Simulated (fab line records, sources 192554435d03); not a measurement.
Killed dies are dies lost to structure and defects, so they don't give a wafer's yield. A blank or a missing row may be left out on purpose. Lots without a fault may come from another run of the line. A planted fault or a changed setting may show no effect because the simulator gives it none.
fab line records | flow n5_finfet
record lots=4 wafers=12 last_day=19
route steps=1938 shown BEOL_M3@1004 BEOL_M4@1021 PASSIVATION@1936
lots that met no fault: from a run of the same line without faults
start_h: hours from the record's first day to the start of the lot's first wafer shown | wait_h: hours since the lot's step before | " the same as in the row above | L1.1+2: a row that stands for several wafers | - no value, or no start given | * or withheld: withheld | < > ~ a bound
route shown NAME@n: a module of which the file shows steps, and the number in the route of the first | usual: mean/standard deviation of fault-free wafers | same: alike in all rows | chamber/n: place in a boat | sites: the reading at each site | _std_site: their standard deviation | _edge_site: outer sites' mean less inner sites' | radius_mm: how far each site lies from the wafer's centre | mask NAME#n: copy n | behind: the tool/chamber that last shaped the wafer | hold: why the lot was held/for how many hours/how that ended | device: the transistor (n, p or np) that didn't switch | end of line: the same wafers' tests at the end of the route | a step without rows: its recipe alone | killed: dies lost to structure and defects at the first sort, not the wafer's yield | map: a wafer's dies, x killed, . not, _ none there
set.NAME: the setting as run; set.NAME@STEP: as run at that earlier step | model.NAME: the simulator's own value behind a step, which no gauge read
lots at some steps of the route; a table a step, a row a wafer
services: from which hour (start_h, from the record's first day; less than 0 if before it) a tool's chamber was out of use, for how many hours, and why
## steps
# step N5_BEOL_M3_SPUTTER_90
# recipe material=Cu target_thk_a=45 temp_c=-20 chamber_pressure_pa=0.07 power_w=withheld time_s=8.29
# step N5_BEOL_M3_ANNEAL_91
# recipe temp_c=400 time_s=240 ambient=vacuum
# step N5_BEOL_M3_SPUTTER_92
# recipe material=Cu target_thk_a=45 temp_c=-20 chamber_pressure_pa=0.07 power_w=withheld time_s=8.29
# step N5_BEOL_M3_ANNEAL_93
# recipe temp_c=400 time_s=240 ambient=vacuum
# step N5_BEOL_M3_SPUTTER_94
# recipe material=Cu target_thk_a=45 temp_c=-20 chamber_pressure_pa=0.07 power_w=withheld time_s=8.29
# step N5_BEOL_M3_ANNEAL_95
# recipe temp_c=400 time_s=240 ambient=vacuum
# step N5_BEOL_M3_SPUTTER_96
# recipe material=Cu target_thk_a=45 temp_c=-20 chamber_pressure_pa=0.07 power_w=withheld time_s=8.29
# step N5_BEOL_M3_ECD_50
# recipe material=Cu target_thk_a=3000
# step N5_BEOL_M3_ANNEAL_51
# recipe temp_c=225 time_s=90 ambient=N2
# step N5_BEOL_M3_CMP_52
# recipe stop_on=SiOC t_overpolish_s=6.8 down_force_psi=1 platen_rpm=50 clearing_platen_down_force_psi=1.5 clearing_platen_rpm=50 post_cmp_clean=cu_alkaline target_thk_nm=40 clearing_platen_pad_velocity_m_s=0.99484 pad_velocity_m_s=0.99484
# step N5_BEOL_M3_PRE_CLEAN_60
# recipe gas=NH3/H2 time_s=15 temp_c=* rf_power_w=300
# step N5_BEOL_M3_CO_CAP_55
# recipe material=Co target_thk_a=20 temp_c=200 precursor=CCTBA/H2 pressure_torr=30 time_s=102.1
# usual heater_power_w=245/8.5
# columns lot.wafer tool chamber start_h wait_h heater_power_w
L939.3 cvd_co-01 1 233.86 0.0 239
L939.4 " 1 " " 243
L939.6 " 0 " " 248
L948.1 cvd_co-01 2 297.65 0.0 245
L948.3 " 1 " " 246
L948.6 " 2 " " 240
L952.1 cvd_co-01 1 317.21 0.0 243
L952.2 " 2 " " 247
L952.4 " 0 " " 250
L938.3 cvd_co-02 1 318.82 0.0 242
L938.4 " 2 " " 228
L938.5 " 0 " " 255
# step N5_BEOL_M3_PRE_CLEAN_56
# recipe gas=NH3 time_s=15 temp_c=withheld rf_power_w=300
# step N5_BEOL_M3_DEP_57
# recipe material=SiCN target_thk_a=80 temp_c=withheld precursor=3MS/NH3 pressure_torr=3 rf_w=202 time_s=14
# step N5_BEOL_M3_INSPECT_59
# recipe inspect_instrument=darkfield mode=post_dep
# usual raw_defect_count=70/23
# columns lot.wafer tool chamber start_h wait_h raw_defect_count
L939.3 defect_inspect-01 - 234.07 0.0 74
L939.4 " - " " 61
L939.6 " - " " 72
L948.1 defect_inspect-01 - 297.87 0.0 593
L948.3 " - " " 587
L948.6 " - " " 564
L952.1 defect_inspect-01 - 317.46 0.0 573
L952.2 " - " " 631
L952.4 " - " " 568
L938.3 defect_inspect-01 - 319.03 0.0 98
L938.4 " - " " 91
L938.5 " - " " 106
# step N5_BEOL_M4_ILD_DEP_00
# recipe material=SiOC target_thk_a=790 temp_c=350 precursor=DEMS/O2 pressure_torr=5 rf_w=500 time_s=15.3
# step N5_BEOL_M4_PECVD_72
# recipe material=SiO2 target_thk_a=160 temp_c=400 precursor=TEOS/O2 pressure_torr=5.5 rf_w=450 teos_flow_sccm=53.8 gas=O2 flow_sccm=3000 time_s=18
# step N5_BEOL_M4_HM_DEP_02
# recipe material=TiN target_thk_a=200 temp_c=25 chamber_pressure_pa=0.49996
# step N5_BEOL_M4_COAT_61
# recipe resist=SOC temp_c=250 time_s=60 spin_rpm=1500 resist_thk_nm=60
# step N5_BEOL_M4_COAT_62
# recipe resist=SiARC temp_c=220 time_s=60 spin_rpm=1500 resist_thk_nm=12
# step N5_BEOL_M4_COAT_73
# recipe resist=underlayer temp_c=205 time_s=60 spin_rpm=1500 resist_thk_nm=5
# step N5_BEOL_M4_COAT_05
# recipe resist=CAR-EUV spin_rpm=1500 resist_thk_nm=30
# step N5_BEOL_M4_EBR_07
# recipe solvent=PGMEA ebr_width_mm=1.5
# step N5_BEOL_M4_SOFTBAKE_06
# recipe temp_c=110 time_s=60 resist=CAR-EUV
# step N5_BEOL_M4_EXPOSE_08
# recipe mask_id=M4 na=0.33 source_shape=dipole sigma_inner=0.369 sigma_outer=0.767 polarization=unpolarized dose_mj=41.25
# step N5_BEOL_M4_PEB_09
# recipe peb_temp_c=100 peb_time_s=60 resist=CAR-EUV
# step N5_BEOL_M4_DEVELOP_10
# recipe develop_time_s=30 developer=TMAH resist=CAR-EUV rinse_liquid=surfactant_rinse dry=air_spin dev_temp_c=23
# step N5_BEOL_M4_INSPECT_13
# recipe mode=adi inspect_instrument=brightfield
# usual raw_defect_count=424/110
# columns lot.wafer tool chamber start_h wait_h raw_defect_count
L939.3 defect_inspect-02 - 235.31 0.0 368
L939.4 " - " " 369
L939.6 " - " " 454
L948.1 defect_inspect-02 - 300.38 0.1 1063
L948.3 " - " " 844
L948.6 " - " " 897
L952.1 defect_inspect-01 - 318.65 0.1 813
L952.2 " - " " 1084
L952.4 " - " " 888
L938.3 defect_inspect-01 - 321.13 0.0 479
L938.4 " - " " 509
L938.5 " - " " 451
# step N5_BEOL_M4_DESCUM_16
# recipe chemistry=O2 time_s=7 source_power_w=50 bias_power_w=20 pressure_mtorr=20 rf_frequency_hz=2.712e+07 temp_c=40 resist=CAR-EUV o2_flow_sccm=225
# step N5_BEOL_M4_ETCH_74
# recipe chemistry=N2/H2 target=underlayer target_depth_a=65 mask_material=CAR-EUV time_s=5.2 ion_energy_ev=200 pressure_mtorr=30 source_w=840 bias_w=150 n2_flow_sccm=200 h2_flow_sccm=200 ends=cleared
# step N5_BEOL_M4_ETCH_63
# recipe chemistry=CF4 target=SiARC target_depth_a=156 mask_material=CAR-EUV time_s=26 ion_energy_ev=80 pressure_mtorr=40 source_w=545 bias_w=36 Ar_flow_sccm=100 cf4_flow_sccm=100 ends=cleared
# step N5_BEOL_M4_ETCH_64
# recipe chemistry=N2/H2 target=SOC target_depth_a=750 overetch_a=225 mask_material=SiARC temp_c=40 time_s=121.9 ion_energy_ev=200 pressure_mtorr=30 source_w=840 bias_w=150 n2_flow_sccm=200 h2_flow_sccm=200
# step N5_BEOL_M4_STRIP_65
# recipe chemistry=N2/H2 temp_c=40 n2_flow_sccm=200 h2_flow_sccm=200 rf_frequency_hz=6e+07
# step N5_BEOL_M4_STRIP_75
# recipe chemistry=N2/H2 temp_c=40 n2_flow_sccm=200 h2_flow_sccm=200 rf_frequency_hz=6e+07
# step N5_BEOL_M4_STRIP_66
# recipe chemistry=CF4 resist=SiARC power_w=300 bias_power_w=75 pressure_mtorr=50 cf4_flow_sccm=150 rf_frequency_hz=6e+07
# step N5_BEOL_M4_HM_OPEN_17
# recipe chemistry=Cl2/BCl3 target_depth_a=200 overetch_a=60 target=TiN mask_material=SOC ion_energy_ev=150 pressure_mtorr=10 icp_w=1000 bias_w=126 Cl2_flow_sccm=53.25 bcl3_flow_sccm=21.75 Ar_flow_sccm=25
# step N5_BEOL_M4_STRIP_19
# recipe chemistry=O2 power_w=400 temp_c=40 pressure_mtorr=30 rf_frequency_hz=6e+07 bias_power_w=0 overash_fraction=0.2 o2_flow_sccm=225
# step N5_BEOL_M4_INSPECT_30
# recipe mode=adi inspect_instrument=brightfield
# usual raw_defect_count=420/110
# columns lot.wafer tool chamber start_h wait_h raw_defect_count
L939.3 defect_inspect-01 - 236.41 0.0 433
L939.4 " - " " 400
L939.6 " - " " 501
L948.1 defect_inspect-01 - 301.38 0.1 1083
L948.3 " - " " 880
L948.6 " - " " 902
L952.1 defect_inspect-01 - 319.58 0.1 823
L952.2 " - " " 1092
L952.4 " - " " 875
L938.3 defect_inspect-01 - 322.24 0.0 482
L938.4 " - " " 497
L938.5 " - " " 472
# step N5_BEOL_M4_RC_MEAS_101
# usual DIBL_N=36.0/1.3 DIBL_P=36.2/1.7 IOFF_N=0.155/0.024 IOFF_P=0.21/0.034 ION_N=674/9 ION_P=463/7.1 SS_N=71.4/0.5 SS_P=73.4/0.57 VT_N=250.0/2.8 VT_P=-251/3.2
# columns lot.wafer tool chamber start_h wait_h DIBL_N[mV/V] DIBL_P[mV/V] IOFF_N[nA/um] IOFF_P[nA/um] ION_N[uA/um] ION_P[uA/um] SS_N[mV/dec] SS_P[mV/dec] VT_N[mV] VT_P[mV]
L939.3 prober-02 0 266.12 0.3 36.2 36.6 0.155 0.21 678 466 71.7 74.1 250.0 -248
L939.4 " 0 " " 34.7 34.7 0.128 0.18 679 466 71.3 73.0 250.6 -251
L939.6 " 0 " " 36.4 36.1 0.148 0.20 679 470 72.3 73.0 248.2 -250
L948.1 prober-02 0 311.79 0.0 36.7 35.0 0.160 0.23 675 472 71.5 72.8 249.3 -244
L948.3 " 0 " " 37.4 36.1 0.168 0.27 673 472 71.9 73.6 245.3 -244
L948.6 " 0 " " 36.5 34.8 0.149 0.23 674 468 71.8 72.9 249.9 -248
L952.1 prober-01 0 327.21 0.0 36.0 35.8 0.151 0.23 683 470 72.1 73.0 251.5 -248
L952.2 " 0 " " 37.4 37.8 0.175 0.26 684 477 71.5 73.9 246.8 -245
L952.4 " 0 " " 37.0 36.7 0.169 0.24 678 469 72.1 73.8 250.7 -248
L938.3 prober-02 0 347.60 0.3 36.5 37.7 0.170 0.21 685 462 71.5 74.0 247.0 -250
L938.4 " 0 " " 37.6 38.7 0.187 0.23 672 460 71.6 74.2 249.8 -250
L938.5 " 0 " " 37.2 37.9 0.179 0.21 671 457 71.6 73.6 248.8 -252
# step N5_PASSIVATION_PROBE_49
# usual defect_limited_yield=90.8/1.7 killed_at_M0_to_M3=37/12 killed_at_M4_up=15/5.6 killed_at_contacts=13/6.9 killed_at_front_end=40/11 killed_at_other=4/3.2 killed_dies=109/20 killed_on_rim=14/4.3 killed_open=73/15 killed_short=35/8.3 sort_bin_5_function=5.4/1.1 sort_bin_6_memory=3.5/0.73 sort_n_pass=1071/20 sort_yield_pct=90.8/1.7
# same gross_dies=1180 killed_at_back_side=0 sort_bin_4_leakage[%]=0 sort_bin_8_speed[%]=0
# columns lot.wafer tool chamber start_h wait_h defect_limited_yield[%] killed_at_M0_to_M3 killed_at_M4_up killed_at_contacts killed_at_front_end killed_at_other killed_dies killed_on_rim killed_open killed_short sort_bin_5_function[%] sort_bin_6_memory[%] sort_n_pass sort_yield_pct[%]
L948.1 prober-02 - 424.87 0.0 87.2 75 13 7 55 1 151 32 67 28 8.1 2.9 1029 87.2
L948.3 prober-02 - 424.97 0.1 86.7 85 25 10 32 5 157 29 65 34 8.9 2.8 1023 86.7
L948.6 prober-02 - 425.12 0.3 86.5 99 12 4 43 1 159 31 58 31 7.8 3.7 1021 86.5
L952.1 prober-02 - 435.21 0.0 88.5 72 15 18 28 3 136 20 52 28 7.3 3.2 1044 88.5
L952.2 prober-02 - 435.26 0.1 84.8 92 21 19 47 0 179 33 88 26 9.2 4.6 1001 84.8
L952.4 prober-02 - 435.36 0.2 78.7 168 31 11 41 0 251 15 84 38 13.1 6.0 929 78.7
# killed by level:class
L948.1 BEOL_M3:unspecified=55 STI_FIN_REVEAL:geometric_particle:open=24 MOL_CONTACT_COAG:geometric_particle:open=7 BEOL_M4:geometric_particle:open=7 GATE_CUT:geometric_particle:open=6 FIN_SAQP:geometric_particle:short=5 STI_FIN_REVEAL:geometric_particle:short=4 BEOL_M0_SAQP:geometric_particle:short=4
L948.3 BEOL_M3:unspecified=55 BEOL_M4:geometric_particle:open=12 MOL_CONTACT_COAG:geometric_particle:open=9 BEOL_M0_SAQP:geometric_particle:open=7 BEOL_M3:geometric_particle:open=7 BEOL_M4:geometric_particle:short=7 BEOL_M2:geometric_particle:open=6 FIN_SAQP:geometric_particle:short=5
L948.6 BEOL_M3:unspecified=68 STI_FIN_REVEAL:geometric_particle:open=15 BEOL_M0_SAQP:geometric_particle:open=8 BEOL_M0_SAQP:geometric_particle:short=7 BEOL_M1:geometric_particle:open=7 BEOL_M2:geometric_particle:open=6 FIN_SAQP:geometric_particle:open=4 BEOL_M4:geometric_particle:open=4
L952.1 BEOL_M3:unspecified=56 MOL_CONTACT_COAG:geometric_particle:open=10 MOL_CONTACT_COAG:geometric_particle:short=8 BEOL_M4:geometric_particle:open=8 STI_FIN_REVEAL:geometric_particle:open=6 FIN_SAQP:geometric_particle:open=5 FIN_SAQP:geometric_particle:short=5 BEOL_M2:geometric_particle:open=5
L952.2 BEOL_M3:unspecified=63 MOL_CONTACT_COAG:geometric_particle:open=15 BEOL_M4:geometric_particle:open=11 BEOL_M2:geometric_particle:open=11 STI_FIN_REVEAL:geometric_particle:open=9 BEOL_M3:geometric_particle:open=9 DUMMY_GATE:geometric_particle:open=9 FIN_SAQP:geometric_particle:short=8
L952.4 BEOL_M3:unspecified=128 FIN_SAQP:geometric_particle:short=11 BEOL_M0_SAQP:geometric_particle:open=10 MOL_CONTACT_COAG:geometric_particle:open=9 BEOL_M0_SAQP:geometric_particle:short=7 BEOL_M1:geometric_particle:open=7 BEOL_M5:geometric_particle:open=7 BEOL_M7:geometric_particle:open=7
# map L948.6 (x killed, . not)
_________________............________________
______________....x.....x......._____________
___________........................__________
__________......................x..x_________
________................x........x.xxx_______
_______..................x......xxxxxxx______
______.x..........x..x.x........x.xxxxxx_____
_____...x.............x.xx......x.xxxxxxx____
____x...........x............x....xxxxxxxx___
___.x......x...................xx.xxxxxxxxx__
___..xx.......x...x.........x.......xxxxxxx__
__....................xx..........x..xxxxxxx_
__.......................xx..........xxxxx.._
_..x.................x................x.xx.x.
_...............x.....................xx.x...
_.......................x.......x...x........
_.........x....x...x.........................
_...................x..................x.....
_.........................x..x..x............
_........x..........x...x.................x..
_x...........................x......x..x...x.
__......x.x........x....x..................._
__..x.......x.........xx...................._
___..x..................x...........x....x.__
___.x.x....x..x...xx.................x.....__
____............................x.........___
_____...x...........x....................____
______x.x.............x............x..x._____
_______..............x......x..........______
________.........................x...._______
__________.x........................_________
___________...xx...................__________
______________..............x..._____________
_________________...x..x.....________________
# map L952.4 (x killed, . not)
_________________.x..........________________
______________...x....x.x......._____________
___________..................x.....__________
__________....x......x.x............_________
________xx.....x....x..x..x.........x._______
_______......x......x.x..x......x...x..______
______.......x..x.......x..............._____
_____.......................x.....x......____
____...x......................x........x..___
___.....x....x...x.xx........xx........x...__
___..........................x...x......x..__
__xx..x...xxxxxxx..x.............x...x......_
__......x.xxxxxx.xx.........x....x.........._
_.......xxxxxxxxxxx.x.x.....x.x..............
_.....xxxxxxxxxxxxxxxx.x........x.......x...x
_......xxxxxxxxxxxxxx....x...................
_..x....xxxxxxxxxxxxx.x......................
_..x..xxxxxxxxxxxxxxxx..x.....x..............
_....xxxxxxxxxxxxxxxxx..x........x........x..
_......x.xxxxxxxxxx.xx..............x........
_..x..x..x.x.xxxxxxxx......x.xxx....x........
__....x.xx..x.xxxx.......................x.._
__..x.....x.x..x.x.........................._
___...........x.x......x................x.x__
___xxx...........x......x...x..............__
____...........................x......x...___
_____....x..............x.x.x............____
______...........x.......x.....x..xxx..._____
_______....x....x......................______
________.x............x..............._______
__________...x..x.x..x.x.........x.x_________
___________........................__________
______________...........xx....._____________
_________________........x..x________________
## services
# columns tool chamber start_h hours kind
cvd_co-02 0 299.90 16.5 repair
## key
first_sign step=N5_BEOL_M3_INSPECT_59 reading=raw_defect_count direction=up sigmas=23 usual=70 struck=586
effect step=N5_BEOL_M4_INSPECT_13 reading=raw_defect_count direction=up sigmas=4.5 usual=424 struck=932
effect step=N5_BEOL_M4_INSPECT_30 reading=raw_defect_count direction=up sigmas=4.9 usual=420 struck=942
effect step=N5_PASSIVATION_PROBE_49 reading=killed_at_M0_to_M3 direction=up sigmas=5.1 usual=37 struck=98
more_kills_born_at N5_BEOL_M3_CO_CAP_55@cvd_co-01=425
met_at N5_BEOL_M3_CO_CAP_55
struck_wafers L948.1,L948.3,L948.6,L952.1,L952.2,L952.4
onset_between 233.86 297.65
fault kind=chamber_particle_source tool=cvd_co-01 chamber=- onset_h=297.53 steps=N5_BEOL_M3_CO_CAP_55 rate_per_visit_cm2=0.84717 end_h=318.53
